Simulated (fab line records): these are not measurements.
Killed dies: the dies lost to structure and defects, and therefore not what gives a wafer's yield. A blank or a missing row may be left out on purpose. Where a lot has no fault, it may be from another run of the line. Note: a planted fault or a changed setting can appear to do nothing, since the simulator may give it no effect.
fab line records	flow n5_finfet
[record] lots = 10	wafers = 29	last_day = 18
route steps=1938 shown MOL_CONTACT_COAG@535 BEOL_M4@1111
lots that met no fault: taken from a fault-free run of the same line
start_h: start of the lot's first displayed wafer, in hours after the record's first day	wait_h: time in hours since the lot's previous step	" unchanged from the row above	L1.1+2: one row covering several wafers at once	- no value, or no start given	* or withheld: withheld	< > ~ a bound
route shown NAME@n: names a module that has steps shown in the file, with the first one's number in the route	usual: the fault-free wafers' mean and standard deviation	same: alike in all rows	chamber/n: place in a boat	sites: per-site readings	_std_site: the values' standard deviation	_edge_site: the outer-site mean with the inner-site mean subtracted	radius_mm: how far each site lies from the wafer's centre	mask NAME#n: copy n	behind: tool/chamber where the wafer was last shaped	hold: what put the lot on hold/how long, in hours/how the hold closed	device: the transistor (n, p or np) that didn't switch	end of line: the route-end tests of the same wafers	a step without rows: its recipe alone	killed: dies that structure and defects cost at the first sort, which is not the same as the wafer's yield	map: per-die view of a wafer (x killed, . not killed, _ where there is no die)
set.NAME: the setting that was run; set.NAME@STEP: the one run at that earlier step	model.NAME: the simulator's own value behind a step, which no gauge read
the route's steps for a sample of lots (tables are steps, rows are wafers)
services: when a tool's chamber went out of use (start_h, in hours from the record's first day, below 0 if earlier), for how many hours, and the reason
[[steps]]
[step N5_MOL_CONTACT_COAG_CONTACT_ETCH_14]
[recipe] chemistry = C4F6/O2	target = SiO2	target_depth_a = 275	overetch_a = 85	mask_material = SOC	pressure_mtorr = 30	source_w = 370	bias_w = 185	Ar_flow_sccm = 300	C4F6_flow_sccm = 16	O2_flow_sccm = 10	time_s = 20	ion_energy_ev = 259.6
[usual] O2_flow_sccm = 10.00/0.031	drypump_motor_current_A = 5.9/0.45	mfc_ar_sccm = 300.1/0.91	oes_product_au = 0.67/0.063	rf_vpp_V = 693.1/2.4	showerhead_plenum_p_Torr = 2.91/0.073	throttle_valve_pct = 21.38/0.23
lot.wafer	tool	chamber	start_h	wait_h	O2_flow_sccm	drypump_motor_current_A	mfc_ar_sccm	oes_product_au	rf_hours_counter_h	rf_vpp_V	showerhead_plenum_p_Torr	throttle_valve_pct
L932.1	rie_diel-02	1	92.79	0.0	9.99	5.8	299.3	0.67	125	694.1	2.91	21.48
L932.3	"	3	"	"	9.96	5.2	301.9	0.62	163	693.8	2.90	21.18
L932.4	"	2	"	"	10.02	6.6	299.9	0.66	-	696.8	3.03	21.78
L933.2	rie_diel-02	1	97.38	0.0	9.99	5.8	299.9	0.67	128	692.5	2.91	21.47
L933.5	"	1	"	"	9.97	5.9	300.3	0.67	-	692.8	2.91	21.47
L933.6	"	3	"	"	10.02	5.2	299.3	0.63	-	693.1	2.90	21.20
L936.3	rie_diel-02	1	112.07	0.0	9.98	5.8	300.2	0.67	135	693.7	2.90	21.49
L936.4	"	3	"	"	9.98	5.2	300.8	0.62	172	693.3	2.89	21.20
L936.5	"	2	"	"	10.03	6.6	298.0	0.65	-	695.1	3.02	21.78
L941.4	rie_diel-01	1	145.55	0.0	9.97	6.2	300.6	0.73	60	695.0	2.92	21.38
L941.5	"	3	"	"	9.98	6.7	300.3	0.61	-	696.9	2.97	21.59
L942.1	rie_diel-01	0	151.43	0.0	9.95	5.9	299.9	0.64	160	689.0	2.76	21.08
L942.5	"	3	"	"	10.06	6.6	301.2	0.61	-	696.1	2.97	21.59
L942.6	"	0	"	"	10.00	5.9	299.6	0.64	-	689.1	2.76	21.05
L945.1	rie_diel-04	2	170.17	0.0	10.04	6.0	299.7	0.68	92	693.1	2.91	21.01
L945.5	"	3	"	"	10.03	5.6	299.2	0.59	-	693.5	2.96	21.70
L945.6	"	2	"	"	9.94	6.0	299.1	0.68	-	695.4	2.91	21.00
L953.1	rie_diel-04	0	213.89	0.0	9.99	5.3	300.0	0.60	215	692.7	2.86	21.34
L953.4	"	1	"	"	9.97	5.6	301.8	0.68	102	692.5	2.91	21.53
L953.6	"	3	"	"	9.96	5.6	301.5	0.84	-	693.5	2.96	21.41
L954.2	rie_diel-04	1	222.92	0.0	10.07	5.6	299.6	0.68	106	693.6	2.91	21.55
L954.4	"	0	"	"	10.01	5.3	299.9	0.60	219	691.0	2.86	21.34
L954.5	"	2	"	"	9.97	6.0	299.5	0.66	-	692.8	2.90	21.05
L955.3	rie_diel-04	1	226.45	0.0	10.03	5.5	298.8	0.67	107	694.0	2.91	21.55
L955.5	"	0	"	"	10.00	5.3	298.6	0.59	-	691.6	2.86	21.36
L955.6	"	3	"	"	10.05	5.6	301.6	0.82	-	695.7	2.96	21.42
L949.3	rie_diel-02	1	228.62	0.0	9.98	5.9	300.4	0.64	167	693.1	2.89	21.53
L949.4	"	0	"	"	10.01	6.2	301.3	0.75	38	694.4	2.96	21.35
L949.5	"	0	"	"	9.97	6.2	302.2	0.74	-	694.2	2.96	21.35
[step N5_MOL_CONTACT_COAG_CMP_28]
[recipe] stop_on = SiNx	t_overpolish_s = 0.85	post_cmp_clean = alkaline_brush	down_force_psi = 4.15	platen_rpm = 51.8	pad_velocity_m_s = 1.0307	target_thk_nm = 14.522
[usual] head_pressure_psi = 4.150/0.01	motor_current_A = 12.5/1.4	pad_life_wafers = 1094/660	platen_rpm = 51.80/0.039	time_to_endpoint_s = 4.5/1.8
lot.wafer	tool	chamber	start_h	wait_h	head_pressure_psi	motor_current_A	pad_life_wafers	platen_rpm	time_to_endpoint_s
L932.4	cmp-03	2	100.26	0.8	4.154	12.9	1759	51.84	7.4
L932.1	"	3	"	"	4.176	12.3	1760	51.83	1.3
L932.3	"	0	"	"	4.154	12.4	1761	51.79	5.8
L933.2	cmp-04	1	106.17	0.9	4.148	11.0	422	51.87	7.0
L933.6	"	3	"	"	4.150	10.8	-	51.84	1.5
L933.5	"	0	"	"	4.138	14.2	-	51.81	6.6
L936.3	cmp-03	1	119.39	0.8	4.156	13.4	1896	51.85	3.2
L936.4	"	3	"	"	4.155	11.8	1898	51.71	0.4
L936.5	"	1	"	"	4.151	13.0	-	51.79	2.7
L941.4	cmp-01	2	152.96	0.8	4.144	14.9	1518	51.85	5.1
L941.5	"	3	"	"	4.130	10.8	-	51.82	4.7
L942.1	cmp-03	0	159.88	0.8	4.148	11.4	79	51.80	5.0
L942.5	"	3	"	"	4.147	11.2	-	51.75	2.4
L942.6	"	0	"	"	4.151	11.2	-	51.81	2.3
L945.1	cmp-04	1	177.41	0.8	4.146	10.5	822	51.78	7.9
L945.6	"	1	"	"	4.128	11.3	-	51.79	9.5
L945.5	"	2	"	"	4.147	14.6	-	51.77	6.2
L953.1	cmp-03	0	221.17	1.1	4.648	12.4	560	51.80	6.4
L953.4	"	1	"	"	4.153	13.5	561	51.81	3.5
L953.6	"	2	"	"	4.147	12.1	-	51.80	4.7
L954.2	cmp-03	0	231.47	0.8	4.640	12.9	667	51.77	6.6
L954.4	"	1	"	"	4.150	13.4	668	51.80	4.5
L954.5	"	0	"	"	4.642	12.1	-	51.79	5.8
L955.3	cmp-01	1	235.34	1.0	4.144	10.6	169	51.79	3.7
L955.5	"	0	"	"	4.154	14.2	-	51.81	5.2
L955.6	"	1	"	"	4.147	11.1	-	51.87	3.9
L949.4	cmp-03	2	236.28	0.8	4.154	12.1	732	51.76	6.4
L949.3	"	0	"	"	4.646	11.7	734	51.75	8.2
L949.5	"	2	"	"	4.162	12.2	-	51.83	8.0
[step N5_MOL_CONTACT_COAG_THK_MEAS_29]
[recipe] reads = SiNx_of_GATE_CUT_PECVD_57+SiNx_of_GATE_CUT_SAC_CAP_01
[usual] MD_CAP_THK = 17.94/0.084
lot.wafer	tool	chamber	start_h	wait_h	MD_CAP_THK[nm]
L932.1	film_metro-01	-	100.52	-	17.94
L932.3	"	-	"	"	17.99
L932.4	"	-	"	"	17.81
L933.2	film_metro-01	-	106.39	-	18.12
L933.5	"	-	"	"	18.10
L933.6	"	-	"	"	18.03
L936.3	film_metro-02	-	119.69	-	17.90
L936.4	"	-	"	"	18.06
L936.5	"	-	"	"	17.82
L941.4	film_metro-02	-	153.26	-	17.97
L941.5	"	-	"	"	17.92
L942.1	film_metro-01	-	160.14	-	18.08
L942.5	"	-	"	"	17.94
L942.6	"	-	"	"	17.99
L945.1	film_metro-01	-	177.71	-	18.00
L945.5	"	-	"	"	17.88
L945.6	"	-	"	"	17.99
L953.1	film_metro-02	-	221.39	-	17.87
L953.4	"	-	"	"	17.97
L953.6	"	-	"	"	17.94
L954.2	film_metro-01	-	231.73	-	18.02
L954.4	"	-	"	"	17.96
L954.5	"	-	"	"	17.98
L955.3	film_metro-02	-	235.59	-	17.75
L955.5	"	-	"	"	18.10
L955.6	"	-	"	"	18.03
L949.3	film_metro-02	-	236.57	-	17.97
L949.4	"	-	"	"	18.01
L949.5	"	-	"	"	17.99
[step N5_MOL_CONTACT_COAG_OVL_MEAS_85]
[recipe] points_per_wafer = 522
[usual] VG_OVL = 0.0/0.66
lot.wafer	tool	chamber	start_h	wait_h	VG_OVL[nm]
L932.1	overlay-01	0	101.42	0.0	-0.6
L932.3	"	0	"	"	-1.0
L932.4	"	0	"	"	-0.4
L933.2	overlay-02	0	107.92	0.0	0.5
L933.5	"	0	"	"	-0.2
L933.6	"	0	"	"	0.2
L936.3	overlay-02	0	120.73	0.0	0.4
L936.4	"	0	"	"	0.6
L936.5	"	0	"	"	1.0
L941.4	overlay-01	0	154.34	0.0	-1.5
L941.5	"	0	"	"	-0.1
L942.1	overlay-02	0	161.31	0.0	-0.4
L942.5	"	0	"	"	-0.1
L942.6	"	0	"	"	1.2
L945.1	overlay-02	0	178.62	0.0	-0.2
L945.5	"	0	"	"	-0.2
L945.6	"	0	"	"	-0.3
L953.1	overlay-01	0	222.86	0.0	0.0
L953.4	"	0	"	"	-0.2
L953.6	"	0	"	"	-0.4
L954.2	overlay-01	0	232.65	0.0	-0.2
L954.4	"	0	"	"	0.5
L954.5	"	0	"	"	1.3
L955.3	overlay-01	0	236.51	0.0	0.7
L955.5	"	0	"	"	-0.4
L955.6	"	0	"	"	-0.3
L949.3	overlay-01	0	237.62	0.0	0.0
L949.4	"	0	"	"	0.1
L949.5	"	0	"	"	-0.1
[step N5_BEOL_M4_RC_MEAS_101]
[usual] DIBL_N = 36.1/1.6	DIBL_P = 35.8/2.1	IOFF_N = 0.16/0.031	IOFF_P = 0.21/0.034	ION_N = 673/12	ION_P = 461/7.2	SS_N = 71.4/0.59	SS_P = 73.3/0.63	VT_N = 250/3.1	VT_P = -250/3.3
lot.wafer	tool	chamber	start_h	wait_h	DIBL_N[mV/V]	DIBL_P[mV/V]	IOFF_N[nA/um]	IOFF_P[nA/um]	ION_N[uA/um]	ION_P[uA/um]	SS_N[mV/dec]	SS_P[mV/dec]	VT_N[mV]	VT_P[mV]
L932.1	prober-02	0	175.25	0.0	36.1	36.1	0.17	0.21	676	463	71.7	73.4	248	-253
L932.3	"	0	"	"	36.0	35.6	0.16	0.21	670	457	71.8	73.3	249	-250
L932.4	"	0	"	"	36.9	36.0	0.17	0.21	689	465	71.4	74.3	247	-252
L933.2	prober-01	0	175.52	0.2	35.3	35.4	0.15	0.19	674	457	71.6	73.0	249	-251
L933.5	"	0	"	"	38.5	38.8	0.21	0.24	687	461	72.6	73.6	245	-249
L933.6	"	0	"	"	36.4	37.1	0.16	0.23	674	465	71.7	73.4	250	-247
L936.3	prober-02	0	201.06	0.3	36.3	36.9	0.17	0.21	683	459	71.6	73.3	250	-253
L936.4	"	0	"	"	36.1	37.0	0.17	0.21	677	457	71.6	73.4	249	-253
L936.5	"	0	"	"	38.2	39.6	0.23	0.27	687	465	72.3	74.0	243	-249
L941.4	prober-02	0	233.98	0.5	36.4	35.5	0.14	0.18	667	453	70.6	73.6	251	-253
L941.5	"	0	"	"	36.4	36.1	0.15	0.21	668	454	70.6	73.7	251	-251
L942.1	prober-01	0	234.95	0.0	35.4	36.1	0.14	0.17	667	452	71.0	73.5	253	-256
L942.5	"	0	"	"	35.0	35.7	0.14	0.17	676	460	71.0	72.2	251	-255
L942.6	"	0	"	"	35.7	36.6	0.14	0.18	664	452	71.4	73.3	254	-255
L945.1	prober-01	0	255.55	0.0	37.8	38.7	0.20	0.28	680	468	71.4	73.7	248	-247
L945.5	"	0	"	"	34.7	34.4	0.13	0.20	676	463	71.5	73.3	253	-250
L945.6	"	0	"	"	35.8	36.0	0.15	0.23	672	462	71.4	73.7	249	-250
L953.1	prober-01	0	300.74	0.0	36.8	35.8	0.18	0.22	676	465	71.4	73.6	247	-247
L953.4	"	0	"	"	38.2	38.7	0.21	0.29	685	469	72.2	74.5	244	-246
L953.6	"	0	"	"	37.3	36.1	0.17	0.23	675	462	71.9	73.7	249	-249
L954.2	prober-02	0	301.17	0.2	33.8	31.7	0.11	0.18	650	464	70.8	71.4	253	-249
L954.4	"	0	"	"	39.8	39.0	0.26	0.31	699	474	71.7	73.9	241	-241
L954.5	"	0	"	"	37.5	36.7	0.18	0.27	690	471	71.7	73.3	244	-244
L955.3	prober-02	0	310.34	0.3	34.9	36.0	0.16	0.20	682	463	71.6	73.4	248	-247
L955.5	"	0	"	"	35.4	36.3	0.17	0.21	674	461	71.3	74.2	248	-248
L955.6	"	0	"	"	36.7	38.3	0.21	0.24	688	463	72.0	73.9	242	-248
L949.3	prober-01	0	320.46	0.3	36.0	35.9	0.17	0.24	672	463	71.7	73.3	250	-246
L949.4	"	0	"	"	35.1	33.0	0.16	0.19	687	470	71.0	72.7	248	-250
L949.5	"	0	"	"	37.1	36.0	0.18	0.23	669	461	71.3	73.4	246	-248
[[services]]
tool	chamber	start_h	hours	kind
cmp-03	-	84.15	0.6	repair
cmp-01	-	86.37	2.5	repair
cmp-04	-	87.17	0.8	repair
cmp-04	-	89.54	4.1	pm
rie_diel-02	0	91.12	-	clean
rie_diel-02	0	91.12	-	consumable_replace:focus_ring
rie_diel-02	0	91.12	16.2	scheduled_down
rie_diel-02	0	91.12	16.2	vent_cycle
rie_diel-01	1	98.46	4.6	repair
cmp-04	-	117.69	8.8	repair
cmp-03	-	147.38	4.0	pm
rie_diel-04	3	149.90	3.7	repair
cmp-03	-	151.38	-	consumable_replace:conditioner
cmp-03	-	151.38	-	consumable_replace:pad
cmp-04	-	158.55	12.5	pm
rie_diel-02	2	165.11	1.6	repair
rie_diel-02	1	169.68	5.5	repair
rie_diel-02	-	176.27	14.6	pm
cmp-03	-	181.03	5.0	pm
cmp-01	-	182.90	1.0	repair
cmp-01	-	190.13	0.5	repair
rie_diel-04	0	192.97	14.7	repair
cmp-01	-	215.26	4.0	pm
cmp-04	-	233.64	1.8	repair
[[key]]
[first_sign] step = N5_MOL_CONTACT_COAG_CMP_28	reading = head_pressure_psi	direction = up	sigmas = 49	usual = 4.150	struck = 4.644
effect none on later readings
met_at N5_MOL_CONTACT_COAG_CMP_28
struck_lots L949,L953,L954
struck_wafers L949.3,L953.1,L954.2,L954.5
not_acting_at N5_MOL_CONTACT_COAG_CONTACT_ETCH_14,N5_MOL_CONTACT_COAG_THK_MEAS_29,N5_MOL_CONTACT_COAG_OVL_MEAS_85
onset_between 159.88 221.17
[fault] kind = process_parameter_drift	tool = cmp-03	chamber = 0	onset_h = 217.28	steps = N5_MOL_CONTACT_COAG_CMP_28	channel = down_force_psi	offset = 0.49648	shape = step	end_h = 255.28	acts_in = these_recipes_only	stated = 4.15
